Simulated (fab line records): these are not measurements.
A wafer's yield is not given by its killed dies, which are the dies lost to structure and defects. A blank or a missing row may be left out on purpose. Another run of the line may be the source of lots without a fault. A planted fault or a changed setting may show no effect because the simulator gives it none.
fab line records    flow n5_finfet
record lots=4  wafers=12  last_day=16
route steps=1938 shown BEOL_M6@1230 BEOL_M7@1263 BEOL_M15@1830
lots that met no fault: taken from a fault-free run of the same line
start_h: the number of hours between the record's first day and the start of the first shown wafer of the lot    wait_h: how many hours have passed since the lot's step before this one    " the same as in the row above    L1.1+2: several wafers, shown together as one row    - no value present, or no start provided    * or withheld: withheld    < > ~ a bound
route shown NAME@n: names a module that has steps shown in the file, with the first one's number in the route    usual: mean/standard deviation of fault-free wafers    same: alike in all rows    chamber/n: place in a boat    sites: readings site by site    _std_site: their standard deviation    _edge_site: outer sites' mean less inner sites'    radius_mm: for every site, how far away it sits from the centre of the wafer    mask NAME#n: copy n    behind: tool/chamber where the wafer was last shaped    hold: what put the lot on hold/how long, in hours/how the hold closed    device: the n, p or np transistor that did not switch    end of line: the route-end tests of the same wafers    a step given without rows: its recipe and nothing more    killed: at the first sort, the dies lost to defects and structure; wafer yield is something else    map: dies across one wafer; x = killed, . = not, _ = none there
set.NAME: setting as actually run; set.NAME@STEP: the setting as run at that earlier step    model.NAME: the simulator's own value behind a step, which no gauge read
lots at selected steps of the route; one table per step, one row per wafer
services: the hour from which a tool's chamber was out of use, counted from the record's first day as start_h (under 0 if before that day), plus the number of hours and why
## steps
# step N5_BEOL_M6_DESCUM_33
# recipe chemistry=O2  time_s=7  source_power_w=50  bias_power_w=20  pressure_mtorr=20  rf_frequency_hz=2.712e+07  temp_c=40  resist=CAR-EUV  o2_flow_sccm=225
# step N5_BEOL_M6_ETCH_72
# recipe chemistry=N2/H2  target=underlayer  target_depth_a=65  mask_material=CAR-EUV  time_s=5.2  ion_energy_ev=200  pressure_mtorr=30  source_w=840  bias_w=150  n2_flow_sccm=200  h2_flow_sccm=200  ends=cleared
# step N5_BEOL_M6_ETCH_65
# recipe chemistry=CF4  target=SiARC  target_depth_a=156  mask_material=CAR-EUV  time_s=26  ion_energy_ev=80  pressure_mtorr=40  source_w=545  bias_w=36  Ar_flow_sccm=100  cf4_flow_sccm=100  ends=cleared
# step N5_BEOL_M6_ETCH_66
# recipe chemistry=N2/H2  target=SOC  target_depth_a=800  overetch_a=160  mask_material=SiARC  temp_c=40  time_s=120  ion_energy_ev=200  pressure_mtorr=30  source_w=840  bias_w=150  n2_flow_sccm=200  h2_flow_sccm=200
# step N5_BEOL_M6_STRIP_69
# recipe chemistry=N2/H2  temp_c=40  n2_flow_sccm=200  h2_flow_sccm=200  rf_frequency_hz=6e+07
# step N5_BEOL_M6_STRIP_73
# recipe chemistry=N2/H2  temp_c=40  n2_flow_sccm=200  h2_flow_sccm=200  rf_frequency_hz=6e+07
# step N5_BEOL_M6_VIA_ETCH_34
# recipe chemistry=C4F6/O2  target=SiCOH_lowk  target_depth_a=1263  mask_material=SOC  taper_deg=4  time_s=50.9  ion_energy_ev=250  pressure_mtorr=30  source_w=345  bias_w=185  Ar_flow_sccm=300  C4F6_flow_sccm=10  O2_flow_sccm=10
# step N5_BEOL_M6_STRIP_76
# recipe chemistry=C4F6/O2  resist=SiARC  rf_frequency_hz=6e+07
# step N5_BEOL_M6_STRIP_36
# recipe chemistry=N2/H2  power_w=450  temp_c=40  pressure_mtorr=20  rf_frequency_hz=6e+07  overash_fraction=0.3  bias_power_w=7  h2_frac=0.5  n2_flow_sccm=200  h2_flow_sccm=200
# step N5_BEOL_M6_TRENCH_ETCH_37
# recipe chemistry=C4F6/O2  target_depth_a=944.35  target=SiCOH_lowk  time_s=31.5  ion_energy_ev=250  pressure_mtorr=30  source_w=345  bias_w=185  Ar_flow_sccm=300  C4F6_flow_sccm=10  O2_flow_sccm=10
# usual drypump_motor_current_A=5.7/0.42  oes_f_703_au=0.80/0.077  oes_o_777_au=0.80/0.081  oes_product_au=0.79/0.088  rf_fwd_power_W=340.5/1.5  rf_vpp_V=667/12  showerhead_plenum_p_Torr=2.83/0.093  throttle_valve_pct=20.89/0.17
# same time_s=31.5
lot.wafer  tool         chamber  start_h  wait_h  drypump_motor_current_A  oes_f_703_au  oes_o_777_au  oes_product_au  rf_fwd_power_W  rf_hours_counter_h  rf_vpp_V  showerhead_plenum_p_Torr  throttle_valve_pct  model.BEOL_M6.feature_depth_nm  model.etch.depth_nm
L344.2     rie_diel-03  3        222.58   -       5.6                      0.82          0.81          0.86            340.8           58                  670       2.78                      20.86               95.2                            95.2
L344.3     "            1        "        "       5.3                      0.92          0.93          0.93            340.3           25                  687       2.90                      20.92               96.4                            96.5
L344.6     "            1        "        "       5.3                      0.91          0.93          0.92            341.1           -                   687       2.90                      20.90               95.8                            95.9
L354.2     rie_diel-03  3        283.88   -       5.6                      1.03          0.99          0.89            421.7           79                  601       2.77                      20.91               104.6                           104.5
L354.5     "            1        "        "       5.3                      1.14          1.12          0.95            423.8           -                   616       2.89                      20.97               106.2                           106.1
L354.6     "            0        "        "       6.1                      1.02          0.99          0.82            424.9           -                   593       2.75                      21.08               104.2                           104.1
L358.1     rie_diel-03  3        300.98   -       5.6                      1.02          0.98          0.87            421.6           85                  601       2.77                      20.92               103.4                           103.4
L358.2     "            2        "        "       6.2                      0.96          0.92          0.75            424.6           215                 594       2.71                      21.02               104                             104
L358.6     "            1        "        "       5.3                      1.14          1.11          0.92            423.3           -                   616       2.88                      20.96               104.6                           104.5
L359.3     rie_diel-05  1        306.16   -       5.2                      0.70          0.69          0.70            341.8           231                 662       2.81                      21.02               94                              93.91
L359.4     "            3        "        "       5.2                      0.83          0.82          0.85            341.4           59                  674       2.78                      21.08               98                              98
L359.5     "            2        "        "       5.6                      0.71          0.72          0.72            342.7           -                   686       2.94                      20.74               96.4                            96.39
# step N5_BEOL_M6_ETCH_41
# recipe chemistry=CH3F/O2  target=SiCN  target_depth_a=297  taper_deg=2  time_s=52  ion_energy_ev=120  mask_material=TiN  pressure_mtorr=30  source_w=395  bias_w=75  Ar_flow_sccm=150  CH3F_flow_sccm=30  O2_flow_sccm=20
# step N5_BEOL_M6_STRIP_80
# recipe chemistry=N2/H2  time_s=10  power_w=450  temp_c=40  pressure_mtorr=20  rf_frequency_hz=6e+07  bias_power_w=7  n2_flow_sccm=200  h2_flow_sccm=200
# step N5_BEOL_M6_OCD_MEAS_38
# usual trench_depth_nm=94.8/1.5
lot.wafer  tool    chamber  start_h  wait_h  trench_depth_nm
L344.2     ocd-02  -        222.74   -       94.8
L344.3     "       -        "        "       96.1
L344.6     "       -        "        "       95.8
L354.2     ocd-02  -        284.04   -       104.6
L354.5     "       -        "        "       106.3
L354.6     "       -        "        "       103.8
L358.1     ocd-02  -        301.13   -       103.4
L358.2     "       -        "        "       103.7
L358.6     "       -        "        "       105.0
L359.3     ocd-02  -        306.32   -       93.5
L359.4     "       -        "        "       97.8
L359.5     "       -        "        "       96.4
# step N5_BEOL_M6_HM_STRIP_39
# recipe chemistry=peroxide_tin_strip  material=TiN  target_depth_a=250  temp_c=50  time_s=158
# step N5_BEOL_M6_SRD_40
# recipe time_s=30  temp_c=23  rinse_liquid=diw  dry=ipa_marangoni
# step N5_BEOL_M6_PRECLEAN_42
# recipe chemistry=residue_remover  time_s=60  temp_c=40
# step N5_BEOL_M6_SRD_43
# recipe time_s=30  temp_c=23  rinse_liquid=diw  dry=ipa_marangoni
# step N5_BEOL_M6_CURE_75
# recipe temp_c=370  time_s=120  ambient=DMADMS/He  material=SiCOH_lowk
# step N5_BEOL_M6_DEGAS_44
# recipe ambient=vacuum  temp_c=250  time_s=60
# step N5_BEOL_M6_PRE_CLEAN_45
# recipe gas=H2/He  time_s=30  temp_c=250
# step N5_BEOL_M6_ALD_77
# recipe material=TaN  target_thk_a=20  temp_c=275  ald_precursor_family=PDMAT  ald_co_reactant=NH3  pressure_torr=3  carrier_flow_sccm=1500  pulse_time_s=2  purge_time_s=3  co_reactant_purge_time_s=2  co_reactant_pulse_time_s=3  ald_cycles=40  precursor_vessel_temp_c=75  precursor_vessel_pressure_torr=26.25  precursor_vessel_carrier_sccm=1000
# step N5_BEOL_M6_SURFACE_TREAT_79
# recipe gas=Ar  time_s=*  ion_energy_ev=*  ion_current_ma_cm2=0.5  pressure_mtorr=*  ar_flow_sccm=30
# step N5_BEOL_M6_CVD_78
# recipe material=Co  target_thk_a=20  temp_c=withheld  precursor=CCTBA/H2  pressure_torr=30  time_s=142.3
# step N5_BEOL_M6_SPUTTER_48
# recipe material=Cu  target_thk_a=100  temp_c=-20  bias_v=60  power_w=26000  chamber_pressure_pa=0.13  time_s=1.667
# step N5_BEOL_M6_ECD_50
# recipe material=Cu  target_thk_a=3000
# step N5_BEOL_M6_ANNEAL_51
# recipe temp_c=225  time_s=90  ambient=N2
# step N5_BEOL_M6_CMP_52
# recipe stop_on=SiCOH_lowk  t_overpolish_s=6.9  down_force_psi=1  platen_rpm=50  clearing_platen_down_force_psi=1.5  clearing_platen_rpm=50  post_cmp_clean=cu_alkaline  target_thk_nm=80  clearing_platen_pad_velocity_m_s=0.99484  pad_velocity_m_s=0.99484
# usual barrier_field_endpoint_s=28.9/0.79  clearing_platen_rpm=49.999/0.027  head_pressure_psi=0.9996/0.002  motor_current_A=5.8/0.54  overpolish_run_s=6.901/0.0093  retaining_ring_pressure_frac=1.000/0.0051  time_to_endpoint_s=63/3.7
lot.wafer  tool    chamber  start_h  wait_h  barrier_field_endpoint_s  clearing_platen_rpm  head_pressure_psi  motor_current_A  overpolish_run_s  retaining_ring_pressure_frac  time_to_endpoint_s  model.Cu_of_BEOL_M6_ECD_50.thk_nm
L344.2     cmp-01  3        224.93   0.3     28.2                      49.984               0.9981             7.2              6.901             0.998                         61                  79.6
L344.3     "       0        "        "       28.5                      49.999               0.9983             6.2              6.901             1.002                         61                  81
L344.6     "       1        "        "       29.7                      49.945               1.0032             5.6              6.905             0.995                         66                  81.4
L354.2     cmp-03  1        287.62   0.3     28.7                      49.998               0.9995             5.2              6.909             1.002                         66                  92.6
L354.6     "       3        "        "       27.6                      50.010               0.9991             6.1              6.902             1.002                         58                  88.8
L354.5     "       0        "        "       28.8                      49.996               1.0013             5.5              6.893             0.994                         64                  92.8
L358.2     cmp-03  1        303.02   0.2     28.6                      50.026               0.9997             5.2              6.892             1.000                         68                  91.8
L358.1     "       3        "        "       27.4                      49.992               1.0010             5.6              6.903             1.009                         58                  88.4
L358.6     "       2        "        "       28.5                      49.965               0.9958             5.8              6.916             0.994                         62                  90.4
L359.3     cmp-03  2        308.07   0.2     28.5                      49.953               0.9996             5.6              6.898             0.995                         62                  79
L359.4     "       3        "        "       27.8                      49.965               1.0000             6.4              6.922             0.995                         54                  81
L359.5     "       2        "        "       28.6                      49.981               1.0026             5.9              6.911             1.002                         60                  82
# step N5_BEOL_M6_THK_MEAS_53
# recipe thk_meas_gauge=xrf  reads=Cu_of_BEOL_M6_ECD_50
# usual M6_THK=79.7/2
lot.wafer  tool           chamber  start_h  wait_h  M6_THK[nm]
L344.2     film_metro-02  -        225.15   -       79.0
L344.3     "              -        "        "       80.4
L344.6     "              -        "        "       81.4
L354.2     film_metro-02  -        287.84   -       91.0
L354.5     "              -        "        "       90.9
L354.6     "              -        "        "       87.3
L358.1     film_metro-02  -        303.31   -       88.0
L358.2     "              -        "        "       91.5
L358.6     "              -        "        "       89.9
L359.3     film_metro-01  -        308.37   -       78.8
L359.4     "              -        "        "       80.6
L359.5     "              -        "        "       81.8
# step N5_BEOL_M6_PRE_CLEAN_55
# recipe gas=NH3  time_s=15  temp_c=withheld  rf_power_w=300
# step N5_BEOL_M6_DEP_56
# recipe material=SiCN  target_thk_a=100  temp_c=withheld  precursor=3MS/NH3  pressure_torr=3  rf_w=202  time_s=17.5
# step N5_BEOL_M6_RS_MEAS_57
# recipe thk_meas_gauge=four-point-probe  reads=Cu_of_BEOL_M6_ECD_50+Co_of_BEOL_M6_CVD_78+TaN_of_BEOL_M6_ALD_77
# usual M6_RS=0.285/0.0082
lot.wafer  tool           chamber  start_h  wait_h  M6_RS[ohm/sq]
L344.2     film_metro-02  -        225.28   0.1     0.287
L344.3     "              -        "        "       0.281
L344.6     "              -        "        "       0.280
L354.2     film_metro-02  -        287.97   0.1     0.241
L354.5     "              -        "        "       0.240
L354.6     "              -        "        "       0.253
L358.1     film_metro-02  -        303.44   0.1     0.254
L358.2     "              -        "        "       0.243
L358.6     "              -        "        "       0.247
L359.3     film_metro-02  -        308.50   0.1     0.290
L359.4     "              -        "        "       0.281
L359.5     "              -        "        "       0.277
# step N5_BEOL_M7_ILD_DEP_00
# recipe material=SiCOH_lowk  target_thk_a=1797.5  temp_c=300  precursor=DEMS/porogen  pressure_torr=5  rf_w=500  time_s=33.4
# step N5_BEOL_M7_CURE_74
# recipe temp_c=385  time_s=240  ambient=He/Ar  material=SiCOH_lowk
# step N5_BEOL_M7_PECVD_70
# recipe material=SiO2  target_thk_a=200  temp_c=400  precursor=TEOS/O2  pressure_torr=5.5  rf_w=450  teos_flow_sccm=53.8  gas=O2  flow_sccm=3000  time_s=22.7
# step N5_BEOL_M7_HM_DEP_02
# recipe material=TiN  target_thk_a=200  temp_c=25  chamber_pressure_pa=0.49996
# step N5_BEOL_M7_COAT_59
# recipe resist=SOC  temp_c=250  time_s=60  spin_rpm=1500  resist_thk_nm=100
# step N5_BEOL_M15_RC_MEAS_101
# usual COMB_M10=1.5e-11/3.1e-12  COMB_M11=1.5e-11/3e-12  COMB_M11_max_site=2.1e-11/4.6e-12  COMB_M12=6.7e-12/1.5e-12  COMB_M13=5.4e-12/1.2e-12  COMB_M14=4e-12/8.4e-13  COMB_M15=2.9e-12/7.9e-13  COMB_M5=3.8e-11/7.9e-12  COMB_M6=2.6e-11/5.5e-12  COMB_M7=2.6e-11/5.2e-12  COMB_M8=2.8e-11/6.2e-12  COMB_M8_max_site=4e-11/9.7e-12  COMB_M9=1.5e-11/3.3e-12  SERP_M10=3.05/0.083  SERP_M11=3.01/0.089  SERP_M12=0.630/0.014  SERP_M13=0.306/0.0067  SERP_M14=0.160/0.0038  SERP_M5=38.9/1.6  SERP_M6=13.6/0.54  SERP_M6_max_site=14.1/0.62  SERP_M7=13.8/0.62  SERP_M8=13.7/0.54  SERP_M9=3.01/0.098
lot.wafer  tool       chamber  start_h  wait_h  COMB_M10[S/m]  COMB_M11[S/m]  COMB_M11_max_site[S/m]  COMB_M12[S/m]  COMB_M13[S/m]  COMB_M14[S/m]  COMB_M15[S/m]  COMB_M5[S/m]  COMB_M6[S/m]  COMB_M7[S/m]  COMB_M8[S/m]  COMB_M8_max_site[S/m]  COMB_M9[S/m]  SERP_M10[ohm/um]  SERP_M11[ohm/um]  SERP_M12[ohm/um]  SERP_M13[ohm/um]  SERP_M14[ohm/um]  SERP_M5[ohm/um]  SERP_M6[ohm/um]  SERP_M6_max_site[ohm/um]  SERP_M7[ohm/um]  SERP_M8[ohm/um]  SERP_M9[ohm/um]
L344.2     prober-01  0        286.60   0.2     1.6e-11        1.9e-11        2.5e-11                 4.8e-12        3.8e-12        2.9e-12        1.8e-12        3.8e-11       2.9e-11       2.4e-11       3.9e-11       5.2e-11                1.5e-11       3.06              3.19              0.642             0.308             0.162             41.0             14.8             15.4                      14.2             13.6             3.05
L344.3     "          0        "        "       1.4e-11        2.2e-11        3.3e-11                 6.3e-12        2.5e-12        2.9e-12        2.5e-12        3.8e-11       3.3e-11       3e-11         2.2e-11       3.2e-11                1.5e-11       2.86              2.87              0.654             0.322             0.158             38.9             14.2             14.9                      13.5             13.3             2.76
L344.6     "          0        "        "       1.4e-11        1.4e-11        2e-11                   5.2e-12        4.2e-12        2.6e-12        1.8e-12        3.4e-11       2.7e-11       3.5e-11       2.7e-11       3.9e-11                1.3e-11       2.94              3.06              0.639             0.303             0.163             39.7             13.9             14.4                      12.6             13.5             2.96
L354.2     prober-02  0        361.28   0.2     2e-11          1.5e-11        2.2e-11                 5.9e-12        7.7e-12        4.5e-12        2.9e-12        4.4e-11       2.8e-11       2.7e-11       2.5e-11       3.3e-11                1.7e-11       3.10              3.06              0.622             0.313             0.164             39.0             11.7             12.1                      14.0             14.0             2.95
L354.5     "          0        "        "       1.7e-11        1.6e-11        2.4e-11                 7.9e-12        5.4e-12        5.2e-12        4.1e-12        3.9e-11       2e-11         3.3e-11       2.1e-11       2.5e-11                1.5e-11       2.99              3.07              0.605             0.305             0.164             37.1             11.4             11.6                      14.1             14.1             2.93
L354.6     "          0        "        "       1.3e-11        1.4e-11        2.2e-11                 6.3e-12        6.4e-12        4.2e-12        3.4e-12        4.1e-11       2.9e-11       2.4e-11       2.9e-11       3.5e-11                1.4e-11       2.97              3.13              0.623             0.321             0.157             39.3             11.5             11.9                      13.6             14.8             2.92
L359.3     prober-02  0        372.41   0.3     1.5e-11        1.4e-11        1.7e-11                 7.3e-12        6.6e-12        4.7e-12        3.3e-12        4.5e-11       2.4e-11       2e-11         2.8e-11       4.1e-11                1.5e-11       3.03              2.94              0.613             0.295             0.163             37.6             13.3             13.7                      14.0             14.0             3.07
L359.4     "          0        "        "       1.7e-11        1.7e-11        2.5e-11                 8.4e-12        5e-12          4.8e-12        3.5e-12        3.9e-11       2.9e-11       2.4e-11       4e-11         5.6e-11                1.3e-11       2.97              2.91              0.609             0.301             0.164             39.0             13.4             13.6                      14.1             13.3             2.95
L359.5     "          0        "        "       1.1e-11        1.8e-11        2.4e-11                 6.8e-12        4.8e-12        4.9e-12        3.2e-12        4.4e-11       2.4e-11       2.3e-11       5.2e-11       5.7e-11                1.1e-11       3.10              2.86              0.619             0.299             0.159             39.6             12.2             12.9                      13.6             14.1             3.04
L358.1     prober-01  0        372.63   0.0     1.3e-11        1.3e-11        1.6e-11                 6.5e-12        5.2e-12        4.4e-12        2.1e-12        2.6e-11       2.4e-11       2.8e-11       3.3e-11       4.5e-11                1.1e-11       3.14              2.98              0.613             0.303             0.160             38.9             11.9             12.3                      14.4             14.2             2.97
L358.2     "          0        "        "       1.6e-11        1.4e-11        2e-11                   4.3e-12        3.4e-12        3.3e-12        2e-12          4e-11         2.2e-11       2.9e-11       2.3e-11       3.4e-11                1.3e-11       3.12              3.14              0.618             0.297             0.160             39.4             11.2             11.6                      13.6             13.4             2.92
L358.6     "          0        "        "       1.7e-11        1.1e-11        1.6e-11                 5.5e-12        5.7e-12        4.9e-12        1.8e-12        6.5e-11       1.8e-11       2.5e-11       1.7e-11       3.7e-11                1.3e-11       3.21              3.02              0.616             0.299             0.163             38.7             11.7             12.4                      14.3             13.2             2.87
# sites SERP_M6 radius_mm=0,75,75,75,75,140,140,140,140
L344.2 14.1 15.4 14.8 14.8 15.0 14.7 15.1 14.6 14.6
L354.2 11.5 12.1 11.3 11.7 11.4 11.8 11.7 11.9 11.1
L359.3 12.7 13.1 13.2 13.3 13.3 13.7 13.4 13.2 13.5
L358.1 11.3 11.9 11.4 11.6 11.9 12.3 12.1 12.3 12.3
## services
tool         chamber  start_h  hours  kind
cmp-03       -        203.49   4.3    repair
cmp-01       -        218.47   1.5    repair
rie_diel-03  0        223.19   7.0    repair
cmp-03       -        234.33   1.3    repair
cmp-01       -        241.90   1.7    repair
cmp-01       -        256.66   12.8   pm
rie_diel-05  1        280.42   2.5    repair
cmp-03       -        281.47   1.8    repair
## key
first_sign step=N5_BEOL_M6_TRENCH_ETCH_37  reading=rf_fwd_power_W  direction=up  sigmas=54  usual=*  struck=*
effect step=N5_BEOL_M6_TRENCH_ETCH_37  reading=rf_vpp_V  direction=down  sigmas=5.3  usual=667  struck=604
effect step=N5_BEOL_M6_OCD_MEAS_38  reading=trench_depth_nm  direction=up  sigmas=6.3  usual=94.8  struck=104.5
effect step=N5_BEOL_M6_THK_MEAS_53  reading=M6_THK  direction=up  sigmas=5.1  usual=79.7  struck=89.8
effect step=N5_BEOL_M6_RS_MEAS_57  reading=M6_RS  direction=down  sigmas=4.6  usual=0.285  struck=0.247
effect step=N5_BEOL_M15_RC_MEAS_101  reading=SERP_M6  direction=down  sigmas=3.7  usual=13.6  struck=11.6
model_effect step=N5_BEOL_M6_TRENCH_ETCH_37  value=BEOL_M6.feature_depth_nm  without=96.1  struck=104.5
model_effect step=N5_BEOL_M6_CMP_52  value=Cu_of_BEOL_M6_ECD_50.thk_nm  without=82.4  struck=90.8
met_at N5_BEOL_M6_TRENCH_ETCH_37
struck_wafers L354.2,L354.5,L354.6,L358.1,L358.2,L358.6
onset_between 222.58 283.88
fault kind=process_parameter_drift  tool=rie_diel-03  chamber=-  onset_h=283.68  steps=N5_BEOL_M6_TRENCH_ETCH_37  channel=source_w  offset=82.8  shape=step  end_h=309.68  acts_in=these_recipes_only  stated=345
